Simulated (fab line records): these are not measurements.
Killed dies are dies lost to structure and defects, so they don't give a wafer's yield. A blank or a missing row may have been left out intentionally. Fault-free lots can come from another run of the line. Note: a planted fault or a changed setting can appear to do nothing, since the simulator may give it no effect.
fab line records    flow n5_finfet
record lots=10  wafers=29  last_day=17
route steps=1938 shown BEOL_M7@1266 BEOL_M8@1333 PASSIVATION@1936
lots with no fault: from the same line, run without faults
start_h: the number of hours between the record's first day and the start of the first shown wafer of the lot    wait_h: hours elapsed since this lot's preceding step    " identical to the entry in the row above    L1.1+2: a single row standing in for several wafers    - no value present, or no start provided    * or withheld: withheld    < > ~ a bound
route shown NAME@n: NAME is a module with steps in the file, n the number in the route of the first one    usual: average and standard deviation across the fault-free wafers    same: alike in all rows    chamber/n: place in a boat    sites: readings site by site    _std_site: how widely they spread, as a standard deviation    _edge_site: mean of outer sites minus mean of inner sites    radius_mm: how far each site lies from the wafer's centre    mask NAME#n: copy n    behind: the last tool/chamber to shape the wafer    hold: reason for holding the lot/hours on hold/outcome of the hold    device: whichever transistor did not switch (one of n, p or np)    end of line: tests of these same wafers at the route's end    step lacking rows: just its recipe    killed: dies that structure and defects cost at the first sort, which is not the same as the wafer's yield    map: a wafer's dies, x killed, . not, _ none there
set.NAME: the setting that was run; set.NAME@STEP: the one run at that earlier step    model.NAME: the simulator's own value behind a step, which no gauge read
one table for each step of the route and one row for each wafer, over a sample of lots
services: when a tool's chamber went out of use (start_h, in hours from the record's first day, below 0 if earlier), for how many hours, and the reason
## steps
# step N5_BEOL_M7_PECVD_70
# recipe material=SiO2  target_thk_a=200  temp_c=400  precursor=TEOS/O2  pressure_torr=5.5  rf_w=450  teos_flow_sccm=53.8  gas=O2  flow_sccm=3000  time_s=22.7
# usual heater_power_w=735/93  showerhead_plenum_p_Torr=8.80/0.071  throttle_valve_pct=22.1/1.1
lot.wafer  tool      chamber  start_h  wait_h  heater_power_w  showerhead_plenum_p_Torr  since_wet_clean_h  throttle_valve_pct
L625.2     pecvd-03  1        229.57   0.0     719             8.76                      1477               24.4
L625.3     "         0        "        "       717             8.94                      -                  20.9
L625.5     "         0        "        "       704             8.97                      -                  20.9
L628.1     pecvd-02  2        231.96   0.0     859             8.74                      544                21.7
L628.2     "         1        "        "       662             8.80                      2023               22.2
L628.4     "         2        "        "       880             8.75                      -                  21.6
L626.1     pecvd-04  2        237.34   0.0     864             8.77                      368                20.3
L626.5     "         0        "        "       764             8.78                      -                  22.8
L626.6     "         1        "        "       673             8.69                      -                  22.7
L627.1     pecvd-02  2        241.90   0.0     849             8.75                      554                22.0
L627.3     "         1        "        "       577             8.80                      -                  22.5
L627.5     "         2        "        "       867             8.74                      -                  21.8
L624.2     pecvd-03  1        242.38   0.0     759             8.77                      1490               24.1
L624.6     "         0        "        "       738             8.96                      -                  20.9
L629.2     pecvd-02  1        246.99   0.0     604             8.83                      2038               21.9
L629.3     "         1        "        "       602             8.82                      -                  22.0
L629.4     "         2        "        "       866             8.74                      -                  21.9
L631.3     pecvd-03  0        252.78   0.0     659             8.97                      775                21.0
L631.4     "         2        "        "       547             8.78                      -                  20.8
L631.6     "         1        "        "       778             8.77                      -                  23.9
L632.1     pecvd-04  2        264.77   0.0     749             8.78                      396                20.4
L632.3     "         0        "        "       758             8.77                      1150               23.1
L632.5     "         0        "        "       771             8.77                      -                  23.1
L639.1     pecvd-03  0        310.85   0.0     591             8.95                      833                21.4
L639.2     "         2        "        "       624             8.81                      79                 20.9
L639.5     "         0        "        "       609             8.97                      -                  21.1
L641.2     pecvd-03  1        312.69   0.0     771             8.75                      1560               24.0
L641.3     "         0        "        "       646             8.97                      835                21.4
L641.6     "         0        "        "       648             8.96                      -                  21.3
# step N5_BEOL_M7_ALD_77
# recipe material=TaN  target_thk_a=20  temp_c=275  ald_precursor_family=PDMAT  ald_co_reactant=NH3  pressure_torr=3  carrier_flow_sccm=1500  pulse_time_s=2  purge_time_s=3  co_reactant_purge_time_s=2  co_reactant_pulse_time_s=3  ald_cycles=40  precursor_vessel_temp_c=75  precursor_vessel_pressure_torr=26.25  precursor_vessel_carrier_sccm=1000
# usual heater_power_w=410/44
lot.wafer  tool          chamber  start_h  wait_h  heater_power_w  since_wet_clean_h
L625.2     ald_metal-04  1        235.25   0.1     358             6052
L625.3     "             3        "        "       468             6052
L625.5     "             0        "        "       462             -
L628.1     ald_metal-04  1        239.28   0.0     357             6056
L628.2     "             0        "        "       455             6056
L628.4     "             3        "        "       449             6056
L626.1     ald_metal-04  2        245.34   0.0     439             6062
L626.5     "             3        "        "       462             -
L626.6     "             0        "        "       455             -
L624.2     ald_metal-04  3        249.11   0.0     453             6066
L624.6     "             3        "        "       470             -
L627.1     ald_metal-03  0        249.29   0.1     477             1451
L627.3     "             3        "        "       430             1451
L627.5     "             1        "        "       378             -
L629.2     ald_metal-03  0        250.23   0.0     468             1452
L629.3     "             1        "        "       370             1452
L629.4     "             2        "        "       382             1452
L631.3     ald_metal-02  3        258.96   0.0     352             2999
L631.4     "             0        "        "       372             2999
L631.6     "             3        "        "       347             -
L632.1     ald_metal-03  1        271.44   0.0     369             1473
L632.3     "             2        "        "       377             1473
L632.5     "             2        "        "       391             -
L639.1     ald_metal-03  1        314.65   0.0     363             1516
L639.2     "             3        "        "       412             1516
L639.5     "             0        "        "       487             -
L641.2     ald_metal-03  0        317.28   0.0     463             1519
L641.3     "             1        "        "       365             1519
L641.6     "             2        "        "       382             -
# step N5_BEOL_M7_SPUTTER_48
# recipe material=Cu  target_thk_a=100  temp_c=-20  bias_v=60  power_w=26000  chamber_pressure_pa=0.13  time_s=1.667
# usual throttle_valve_pct=29.9/0.89
lot.wafer  tool            chamber  start_h  wait_h  throttle_valve_pct
L625.2     pvd_sputter-03  -        235.83   0.1     30.0
L625.3     "               -        "        "       31.1
L625.5     "               -        "        "       31.0
L628.1     pvd_sputter-01  -        239.84   0.1     30.2
L628.2     "               -        "        "       29.8
L628.4     "               -        "        "       29.2
L626.1     pvd_sputter-02  -        245.92   0.1     30.3
L626.5     "               -        "        "       30.4
L626.6     "               -        "        "       29.8
L624.2     pvd_sputter-01  -        249.60   0.1     30.0
L624.6     "               -        "        "       30.3
L627.1     pvd_sputter-03  -        249.81   0.1     30.9
L627.3     "               -        "        "       30.6
L627.5     "               -        "        "       30.7
L629.2     pvd_sputter-03  -        250.78   0.1     30.2
L629.3     "               -        "        "       29.8
L629.4     "               -        "        "       31.1
L631.3     pvd_sputter-03  -        260.98   1.3     30.7
L631.4     "               -        "        "       30.0
L631.6     "               -        "        "       31.1
L632.1     pvd_sputter-01  -        272.00   0.1     30.4
L632.3     "               -        "        "       30.1
L632.5     "               -        "        "       29.5
L639.1     pvd_sputter-02  -        315.46   0.4     28.5
L639.2     "               -        "        "       29.9
L639.5     "               -        "        "       30.7
L641.2     pvd_sputter-01  -        318.12   0.1     29.9
L641.3     "               -        "        "       29.4
L641.6     "               -        "        "       29.1
# step N5_BEOL_M7_CMP_52
# recipe stop_on=SiCOH_lowk  t_overpolish_s=6.9  down_force_psi=1  platen_rpm=50  clearing_platen_down_force_psi=1.5  clearing_platen_rpm=50  post_cmp_clean=cu_alkaline  target_thk_nm=80  clearing_platen_pad_velocity_m_s=0.99484  pad_velocity_m_s=0.99484
# usual barrier_field_endpoint_s=28.9/0.9  clearing_platen_rpm=50.001/0.027  motor_current_A=5.9/0.71  pad_life_wafers=962/580
lot.wafer  tool    chamber  start_h  wait_h  barrier_field_endpoint_s  clearing_platen_rpm  motor_current_A  pad_life_wafers
L625.3     cmp-04  1        236.52   0.2     28.2                      50.026               6.2              829
L625.2     "       3        "        "       26.9                      50.023               6.0              831
L625.5     "       0        "        "       28.9                      49.991               4.9              -
L628.2     cmp-04  2        240.65   0.2     28.3                      50.037               6.3              870
L628.4     "       3        "        "       26.8                      49.943               6.2              871
L628.1     "       1        "        "       26.9                      49.981               7.0              873
L626.1     cmp-04  3        246.85   0.3     27.8                      49.989               6.5              918
L626.6     "       3        "        "       28.9                      49.977               6.1              -
L626.5     "       0        "        "       29.7                      49.989               5.2              -
L624.2     cmp-01  1        250.32   0.3     29.0                      50.015               6.2              2036
L624.6     "       3        "        "       29.2                      49.980               5.9              -
L627.3     cmp-03  0        250.36   0.2     29.5                      49.991               6.8              1464
L627.1     "       3        "        "       29.5                      50.007               6.1              1467
L627.5     "       0        "        "       29.0                      49.989               6.8              -
L629.2     cmp-03  2        251.67   0.3     29.0                      49.991               7.2              1477
L629.4     "       3        "        "       29.6                      50.010               6.1              1478
L629.3     "       0        "        "       28.8                      49.999               6.9              1479
L631.3     cmp-03  1        261.94   0.2     29.6                      49.994               5.2              1566
L631.4     "       3        "        "       30.1                      50.038               6.3              1568
L631.6     "       1        "        "       28.5                      49.999               5.0              -
L632.1     cmp-01  3        272.52   0.3     27.7                      49.965               5.9              102
L632.3     "       1        "        "       29.2                      50.007               6.2              104
L632.5     "       0        "        "       27.7                      50.008               6.3              -
L639.1     cmp-01  3        316.07   0.3     29.2                      50.023               6.1              451
L639.2     "       0        "        "       32.8                      50.001               6.0              452
L639.5     "       2        "        "       30.7                      49.994               4.8              -
L641.3     cmp-01  3        318.67   0.2     34.7                      49.959               6.2              474
L641.2     "       0        "        "       33.2                      49.996               6.5              475
L641.6     "       3        "        "       30.1                      49.985               6.1              -
# step N5_BEOL_M8_CURE_74
# recipe temp_c=385  time_s=240  ambient=He/Ar  material=SiCOH_lowk
# usual lamp_power_pct=52.31/0.057  wafer_temp_C_max=386.8/0.58
lot.wafer  tool        chamber  start_h  wait_h  lamp_power_pct  wafer_temp_C_max
L625.2     uv_cure-03  1        237.14   0.1     52.27           386.0
L625.3     "           1        "        "       52.33           386.3
L625.5     "           1        "        "       52.36           387.0
L628.1     uv_cure-01  2        241.23   0.1     52.34           386.6
L628.2     "           2        "        "       52.40           386.8
L628.4     "           2        "        "       52.36           386.9
L626.1     uv_cure-03  0        247.70   0.3     52.34           386.9
L626.5     "           0        "        "       52.18           386.9
L626.6     "           0        "        "       52.30           386.3
L627.1     uv_cure-03  1        250.92   0.0     52.27           386.9
L627.3     "           1        "        "       52.37           386.6
L627.5     "           1        "        "       52.22           387.4
L624.2     uv_cure-01  0        250.95   0.2     52.28           387.5
L624.6     "           0        "        "       52.30           387.3
L629.2     uv_cure-03  1        252.35   0.2     52.26           386.5
L629.3     "           1        "        "       52.27           386.0
L629.4     "           1        "        "       52.39           386.0
L631.3     uv_cure-02  0        262.65   0.2     52.42           386.1
L631.4     "           0        "        "       52.34           386.6
L631.6     "           0        "        "       52.25           386.2
L632.1     uv_cure-03  2        273.07   0.0     52.26           387.7
L632.3     "           2        "        "       52.37           388.1
L632.5     "           2        "        "       52.31           386.9
L639.1     uv_cure-03  1        316.59   0.0     52.22           386.8
L639.2     "           1        "        "       52.36           386.5
L639.5     "           1        "        "       52.45           386.7
L641.2     uv_cure-03  1        319.30   0.1     52.31           386.7
L641.3     "           1        "        "       52.32           386.5
L641.6     "           1        "        "       52.26           386.4
# step N5_PASSIVATION_PROBE_49
# usual defect_limited_yield=91.5/1.4  killed_at_M0_to_M3=32/11  killed_at_M4_up=12/4.4  killed_at_contacts=13/6.1  killed_at_front_end=39/12  killed_at_other=3.9/3  killed_dies=100/17  killed_open=66/12  killed_short=33/7.4  sort_bin_5_function=5.0/0.95  sort_bin_6_memory=3.2/0.66  sort_bin_8_speed=0.0/0.33  sort_n_pass=1079/17  sort_yield_pct=91.4/1.5
# same gross_dies=1180  killed_at_back_side=0  sort_bin_4_leakage[%]=0
lot.wafer  tool       chamber  start_h  wait_h  defect_limited_yield[%]  killed_at_M0_to_M3  killed_at_M4_up  killed_at_contacts  killed_at_front_end  killed_at_other  killed_dies  killed_open  killed_short  sort_bin_5_function[%]  sort_bin_6_memory[%]  sort_bin_8_speed[%]  sort_n_pass  sort_yield_pct[%]
L625.2     prober-02  -        309.98   0.1     90.3                     35                  17               11                  50                   2                115          69           43            5.7                     3.6                   0.1                  1065         90.3
L625.3     prober-02  -        310.03   0.1     91.5                     19                  15               19                  43                   4                100          58           38            4.8                     3.4                   0                    1080         91.5
L625.5     prober-02  -        310.13   0.2     92.7                     19                  10               20                  34                   3                86           59           23            4.1                     3.0                   0                    1094         92.7
L628.1     prober-01  -        322.64   0.0     92.2                     31                  5                13                  39                   4                92           55           35            4.7                     2.9                   0                    1088         92.2
L628.2     prober-01  -        322.69   0.1     91.4                     33                  3                7                   58                   1                102          69           33            4.6                     3.7                   0                    1078         91.4
L628.4     prober-01  -        322.79   0.2     91.7                     51                  5                18                  19                   5                98           62           36            4.9                     3.1                   0                    1082         91.7
L626.1     prober-02  -        324.82   0.0     90.3                     43                  8                12                  51                   1                115          77           36            6.0                     3.5                   0                    1065         90.3
L626.5     prober-02  -        325.02   0.2     92.6                     18                  7                19                  42                   1                87           64           18            4.4                     2.6                   0                    1093         92.6
L626.6     prober-02  -        325.07   0.3     91.2                     43                  13               11                  36                   1                104          67           36            5.7                     2.5                   0                    1076         91.2
L624.2     prober-01  -        325.23   0.1     90.6                     40                  7                18                  38                   8                111          80           29            4.7                     4.0                   0                    1069         90.6
L624.6     prober-01  -        325.43   0.3     91.6                     37                  10               10                  40                   2                99           61           35            4.9                     3.2                   0                    1081         91.6
L627.1     prober-01  -        327.16   0.0     91.9                     17                  12               19                  45                   3                96           64           25            4.2                     3.1                   3.0                  1049         88.9
L627.3     prober-01  -        327.26   0.1     91.4                     36                  16               8                   36                   5                101          65           36            5.5                     2.8                   0                    1079         91.4
L627.5     prober-01  -        327.36   0.2     90.8                     26                  14               15                  49                   4                108          69           39            5.8                     2.7                   0                    1072         90.8
L629.2     prober-02  -        332.03   0.1     90.8                     36                  13               19                  35                   6                109          64           45            5.1                     3.5                   0                    1071         90.8
L629.3     prober-02  -        332.08   0.1     90.3                     23                  13               13                  59                   6                114          68           42            5.3                     3.7                   0                    1066         90.3
L629.4     prober-02  -        332.13   0.2     93.1                     18                  6                10                  46                   2                82           46           36            3.6                     3.1                   0                    1098         93.1
L631.3     prober-02  -        340.28   0.1     93.3                     25                  9                11                  32                   2                79           45           30            3.3                     3.1                   0                    1101         93.3
L631.4     prober-02  -        340.33   0.2     93.2                     17                  17               17                  28                   1                80           59           20            3.6                     3.1                   0                    1100         93.2
L631.6     prober-02  -        340.43   0.3     94.3                     24                  14               3                   24                   2                67           45           22            2.5                     3.1                   0                    1113         94.3
L632.1     prober-01  -        347.92   0.0     89.9                     56                  10               16                  36                   1                119          84           33            5.1                     4.8                   0                    1061         89.9
L632.3     prober-01  -        348.02   0.1     88.6                     47                  10               23                  52                   2                134          83           50            7.1                     3.8                   0.2                  1044         88.5
L632.5     prober-01  -        348.12   0.2     87.3                     68                  16               34                  31                   1                150          100          47            7.6                     4.7                   0                    1030         87.3
L639.1     prober-01  -        396.01   0.0     89.2                     47                  7                12                  59                   3                128          75           39            6.3                     4.3                   0                    1052         89.2
L639.2     prober-01  -        396.06   0.1     89.7                     34                  9                9                   68                   1                121          76           44            6.6                     3.1                   0                    1059         89.7
L639.5     prober-01  -        396.21   0.2     91.5                     30                  2                20                  44                   4                100          72           27            5.5                     2.7                   0                    1080         91.5
L641.2     prober-02  -        396.77   0.1     92.2                     36                  10               12                  32                   2                92           55           37            5.0                     2.6                   0                    1088         92.2
L641.3     prober-02  -        396.82   0.1     93.8                     23                  14               15                  17                   4                73           47           24            3.8                     2.3                   0                    1107         93.8
L641.6     prober-02  -        396.97   0.3     93.5                     16                  19               10                  31                   1                77           47           30            3.6                     2.5                   0                    1103         93.5
# killed by level:class
L625.2 FIN_SAQP:geometric_particle:open=19 BEOL_M0_SAQP:geometric_particle:short=11 FIN_SAQP:geometric_particle:short=10 MOL_CONTACT_COAG:geometric_particle:open=7 BEOL_M2:geometric_particle:open=6 DUMMY_GATE:geometric_particle:open=5 BEOL_M0_SAQP:geometric_particle:open=5 BEOL_M3:geometric_particle:open=5
L625.3 FIN_SAQP:geometric_particle:open=14 MOL_CONTACT_COAG:geometric_particle:open=13 BEOL_M0:geometric_particle:open=5 BEOL_M5:geometric_particle:short=5 STI_FIN_REVEAL:geometric_particle:open=4 BEOL_M0_SAQP:geometric_particle:short=4 DUMMY_GATE:geometric_particle:open=4 ILD0:geometric_particle:short=4
L625.5 MOL_CONTACT_COAG:geometric_particle:open=18 FIN_SAQP:geometric_particle:open=10 FIN_SAQP:geometric_particle:short=8 STARTING-WAFER:geometric_particle:open=6 BEOL_M0_SAQP:geometric_particle:open=5 DUMMY_GATE:geometric_particle:open=4 BEOL_M4:geometric_particle:open=4 BEOL_M0_SAQP:geometric_particle:short=3
L628.1 MOL_CONTACT_COAG:geometric_particle:open=11 BEOL_M0_SAQP:geometric_particle:short=8 STI_FIN_REVEAL:geometric_particle:open=6 DUMMY_GATE:geometric_particle:open=6 GATE_CUT:geometric_particle:short=6 BEOL_M0:geometric_particle:open=5 STARTING-WAFER:geometric_particle:open=5 GATE_CUT:geometric_particle:open=4
L628.2 STI_FIN_REVEAL:geometric_particle:open=18 FIN_SAQP:geometric_particle:open=13 BEOL_M0_SAQP:geometric_particle:open=12 BEOL_M0_SAQP:geometric_particle:short=11 FIN_SAQP:geometric_particle:short=9 MOL_CONTACT_COAG:geometric_particle:open=6 BEOL_M3:geometric_particle:open=5 GATE_CUT:geometric_particle:short=4
L628.4 MOL_CONTACT_COAG:geometric_particle:open=14 BEOL_M0_SAQP:geometric_particle:open=11 BEOL_M0_SAQP:geometric_particle:short=11 BEOL_M3:geometric_particle:open=10 BEOL_M1:geometric_particle:open=6 BEOL_M3:geometric_particle:short=5 MOL_CONTACT_COAG:geometric_particle:short=4 FIN_SAQP:geometric_particle:short=3
L626.1 BEOL_M0_SAQP:geometric_particle:open=11 STI_FIN_REVEAL:geometric_particle:open=10 MOL_CONTACT_COAG:geometric_particle:open=9 BEOL_M0_SAQP:geometric_particle:short=8 FIN_SAQP:geometric_particle:open=6 BEOL_M2:geometric_particle:open=6 BEOL_M3:geometric_particle:short=6 FIN_SAQP:geometric_particle:short=5
L626.5 MOL_CONTACT_COAG:geometric_particle:open=15 FIN_SAQP:geometric_particle:open=9 STI_FIN_REVEAL:geometric_particle:open=8 BEOL_M0_SAQP:geometric_particle:open=5 MOL_CONTACT_COAG:geometric_particle:short=4 BEOL_M0_SAQP:geometric_particle:short=4 FIN_SAQP:geometric_particle:short=3 DUMMY_GATE:geometric_particle:open=3
L626.6 BEOL_M0_SAQP:geometric_particle:open=13 BEOL_M0_SAQP:geometric_particle:short=12 FIN_SAQP:geometric_particle:open=8 STI_FIN_REVEAL:geometric_particle:open=8 FIN_SAQP:geometric_particle:short=7 MOL_CONTACT_COAG:geometric_particle:open=7 BEOL_M2:geometric_particle:open=7 BEOL_M4:geometric_particle:open=6
L624.2 BEOL_M1:geometric_particle:open=11 BEOL_M2:geometric_particle:open=11 FIN_SAQP:geometric_particle:open=10 MOL_CONTACT_COAG:geometric_particle:open=9 MOL_CONTACT_COAG:geometric_particle:short=8 BEOL_M0_SAQP:geometric_particle:open=7 BEOL_M3:geometric_particle:open=5 STI_FIN_REVEAL:geometric_particle:open=4
L624.6 FIN_SAQP:geometric_particle:short=14 BEOL_M1:geometric_particle:open=10 MOL_CONTACT_COAG:geometric_particle:open=8 BEOL_M0_SAQP:geometric_particle:open=7 DUMMY_GATE:geometric_particle:open=5 GATE_CUT:geometric_particle:short=5 BEOL_M0_SAQP:geometric_particle:short=5 BEOL_M8:geometric_particle:open=4
L627.1 MOL_CONTACT_COAG:geometric_particle:open=16 STI_FIN_REVEAL:geometric_particle:open=15 STI_FIN_REVEAL:geometric_particle:short=6 BEOL_M4:geometric_particle:open=6 HKMG_FIN:area_etch=6 BEOL_M0_SAQP:geometric_particle:open=4 FIN_SAQP:geometric_particle:short=4 GATE_CUT:geometric_particle:short=4
L627.3 BEOL_M0:geometric_particle:open=14 GATE_CUT:geometric_particle:short=9 BEOL_M4:geometric_particle:open=8 STI_FIN_REVEAL:geometric_particle:open=7 BEOL_M1:geometric_particle:open=6 MOL_CONTACT_COAG:geometric_particle:open=5 FIN_SAQP:geometric_particle:short=4 BEOL_M3:geometric_particle:open=4
L627.5 STI_FIN_REVEAL:geometric_particle:open=15 FIN_SAQP:geometric_particle:short=13 MOL_CONTACT_COAG:geometric_particle:open=12 BEOL_M0_SAQP:geometric_particle:short=8 BEOL_M0_SAQP:geometric_particle:open=8 BEOL_M4:geometric_particle:open=8 GATE_CUT:geometric_particle:short=6 FIN_SAQP:geometric_particle:open=4
L629.2 MOL_CONTACT_COAG:geometric_particle:open=16 BEOL_M0_SAQP:geometric_particle:short=11 STI_FIN_REVEAL:geometric_particle:open=9 FIN_SAQP:geometric_particle:short=8 BEOL_M0_SAQP:geometric_particle:open=8 BEOL_M2:geometric_particle:open=6 BEOL_M3:geometric_particle:short=5 BEOL_M5:geometric_particle:open=5
L629.3 STI_FIN_REVEAL:geometric_particle:open=15 MOL_CONTACT_COAG:geometric_particle:open=11 FIN_SAQP:geometric_particle:short=9 BEOL_M0_SAQP:geometric_particle:short=9 FIN_SAQP:geometric_particle:open=7 BEOL_M4:geometric_particle:open=7 STI_FIN_REVEAL:geometric_particle:short=5 GATE_CUT:geometric_particle:short=5
L629.4 FIN_SAQP:geometric_particle:short=8 MOL_CONTACT_COAG:geometric_particle:open=7 FIN_SAQP:geometric_particle:open=6 STI_FIN_REVEAL:geometric_particle:open=6 STI_FIN_REVEAL:geometric_particle:short=5 BEOL_M0_SAQP:geometric_particle:short=5 STARTING-WAFER:geometric_particle:open=4 BEOL_M1:geometric_particle:open=4
L631.3 MOL_CONTACT_COAG:geometric_particle:open=10 FIN_SAQP:geometric_particle:short=6 BEOL_M1:geometric_particle:open=6 FIN_SAQP:geometric_particle:open=4 BEOL_M2:geometric_particle:open=4 STI_FIN_REVEAL:geometric_particle:open=3 GATE_CUT:geometric_particle:short=3 BEOL_M0_SAQP:geometric_particle:short=3
L631.4 MOL_CONTACT_COAG:geometric_particle:open=14 BEOL_M4:geometric_particle:open=12 FIN_SAQP:geometric_particle:short=6 BEOL_M0_SAQP:geometric_particle:short=6 FIN_SAQP:geometric_particle:open=5 DUMMY_GATE:geometric_particle:open=5 BEOL_M0_SAQP:geometric_particle:open=5 ILD0:geometric_particle:open=3
L631.6 BEOL_M0_SAQP:geometric_particle:short=8 BEOL_M0_SAQP:geometric_particle:open=8 FIN_SAQP:geometric_particle:open=7 BEOL_M5:geometric_particle:open=5 STI_FIN_REVEAL:geometric_particle:open=4 BEOL_M4:geometric_particle:open=4 ILD0:geometric_particle:short=3 MOL_CONTACT_COAG:geometric_particle:open=3
L632.1 STI_FIN_REVEAL:geometric_particle:open=14 BEOL_M0_SAQP:geometric_particle:open=12 MOL_CONTACT_COAG:geometric_particle:open=12 BEOL_M2:geometric_particle:open=11 BEOL_M0_SAQP:geometric_particle:short=11 BEOL_M1:geometric_particle:open=8 BEOL_M3:geometric_particle:open=8 DUMMY_GATE:geometric_particle:open=7
L632.3 STI_FIN_REVEAL:geometric_particle:open=24 BEOL_M0_SAQP:geometric_particle:open=16 BEOL_M0_SAQP:geometric_particle:short=15 MOL_CONTACT_COAG:geometric_particle:open=14 MOL_CONTACT_COAG:geometric_particle:short=9 BEOL_M2:geometric_particle:open=8 STI_FIN_REVEAL:geometric_particle:short=7 BEOL_M4:geometric_particle:open=6
L632.5 MOL_CONTACT_COAG:geometric_particle:open=30 BEOL_M0_SAQP:geometric_particle:short=27 BEOL_M0_SAQP:geometric_particle:open=17 STI_FIN_REVEAL:geometric_particle:open=15 BEOL_M2:geometric_particle:open=10 BEOL_M4:geometric_particle:open=5 MOL_CONTACT_COAG:geometric_particle:short=4 BEOL_M3:geometric_particle:open=4
L639.1 FIN_CUT:area_etch=13 FIN_SAQP:geometric_particle:short=12 FIN_SAQP:geometric_particle:open=10 MOL_CONTACT_COAG:geometric_particle:open=10 BEOL_M0_SAQP:geometric_particle:short=9 BEOL_M0_SAQP:geometric_particle:open=9 BEOL_M1:geometric_particle:open=8 BEOL_M3:geometric_particle:open=8
L639.2 FIN_SAQP:geometric_particle:open=18 STI_FIN_REVEAL:geometric_particle:open=17 GATE_CUT:geometric_particle:short=11 FIN_SAQP:geometric_particle:short=10 BEOL_M2:geometric_particle:open=7 MOL_CONTACT_COAG:geometric_particle:open=6 BEOL_M0_SAQP:geometric_particle:open=6 BEOL_M3:geometric_particle:open=5
L639.5 FIN_SAQP:geometric_particle:open=16 MOL_CONTACT_COAG:geometric_particle:open=15 BEOL_M1:geometric_particle:open=8 STI_FIN_REVEAL:geometric_particle:open=7 GATE_CUT:geometric_particle:short=6 BEOL_M0_SAQP:geometric_particle:short=5 MOL_CONTACT_COAG:geometric_particle:short=5 FIN_SAQP:geometric_particle:short=4
L641.2 BEOL_M0_SAQP:geometric_particle:short=12 MOL_CONTACT_COAG:geometric_particle:open=9 BEOL_M3:geometric_particle:open=8 FIN_SAQP:geometric_particle:short=8 BEOL_M0_SAQP:geometric_particle:open=8 GATE_CUT:geometric_particle:short=5 FIN_SAQP:geometric_particle:open=4 BEOL_M2:geometric_particle:open=4
L641.3 MOL_CONTACT_COAG:geometric_particle:open=12 BEOL_M0_SAQP:geometric_particle:open=6 BEOL_M4:geometric_particle:open=5 BEOL_M0_SAQP:geometric_particle:short=4 BEOL_M1:geometric_particle:short=4 STI_FIN_REVEAL:geometric_particle:open=3 DUMMY_GATE:geometric_particle:open=3 MOL_CONTACT_COAG:geometric_particle:short=3
L641.6 MOL_CONTACT_COAG:geometric_particle:open=8 BEOL_M4:geometric_particle:open=7 GATE_CUT:geometric_particle:short=6 STARTING-WAFER:geometric_particle:short=6 BEOL_M0_SAQP:geometric_particle:open=5 FIN_SAQP:geometric_particle:open=4 FIN_SAQP:geometric_particle:short=4 STI_FIN_REVEAL:geometric_particle:open=3
## services
tool          chamber  start_h  hours  kind
ald_metal-03  3        216.40   2.1    repair
ald_metal-04  -        221.33   2.8    pm
cmp-03        -        226.70   1.3    repair
pecvd-02      0        226.95   -      clean
pecvd-02      0        226.95   29.5   scheduled_down
pecvd-02      0        226.95   29.5   vent_cycle
pecvd-03      -        227.45   0.9    repair
cmp-01        -        228.38   0.4    repair
uv_cure-02    -        240.64   12.4   repair
cmp-01        -        251.56   4.0    pm
cmp-01        -        255.56   -      consumable_replace:conditioner
cmp-01        -        255.56   -      consumable_replace:pad
pecvd-02      0        256.45   2.1    scheduled_down
cmp-01        -        260.01   6.3    pm
ald_metal-03  3        262.83   25.9   repair
pecvd-02      -        266.68   5.9    repair
pecvd-03      2        281.80   4.3    repair
uv_cure-02    -        284.84   3.4    pm
uv_cure-03    -        285.03   2.1    pm
ald_metal-04  1        287.94   8.8    repair
cmp-04        -        306.07   0.5    repair
pecvd-03      -        307.84   0.5    repair
cmp-03        -        311.23   4.0    pm
ald_metal-03  2        313.96   1.7    repair
## key
first_sign step=N5_BEOL_M7_CMP_52  reading=barrier_field_endpoint_s  direction=up  sigmas=5.2  usual=28.9  struck=33.6
effect none on later readings
met_at N5_BEOL_M7_PECVD_70
struck_lots L639,L641
struck_wafers L639.2,L641.2,L641.3
baseline_loss step=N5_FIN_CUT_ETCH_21  wafers=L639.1
not_acting_at N5_BEOL_M7_ALD_77,N5_BEOL_M7_SPUTTER_48,N5_BEOL_M8_CURE_74
onset_between 252.78 310.85
fault kind=process_parameter_drift  tool=pecvd-03  chamber=-  onset_h=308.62  steps=N5_BEOL_M7_PECVD_70  channel=time_s  offset=*  shape=step  end_h=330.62  scope=struck_wafers_only  acts_in=*  stated=*
# baseline_loss: these wafers lose ten dies or more at that step, a loss of the line's own and not of a fault; the sort's usual values leave them out
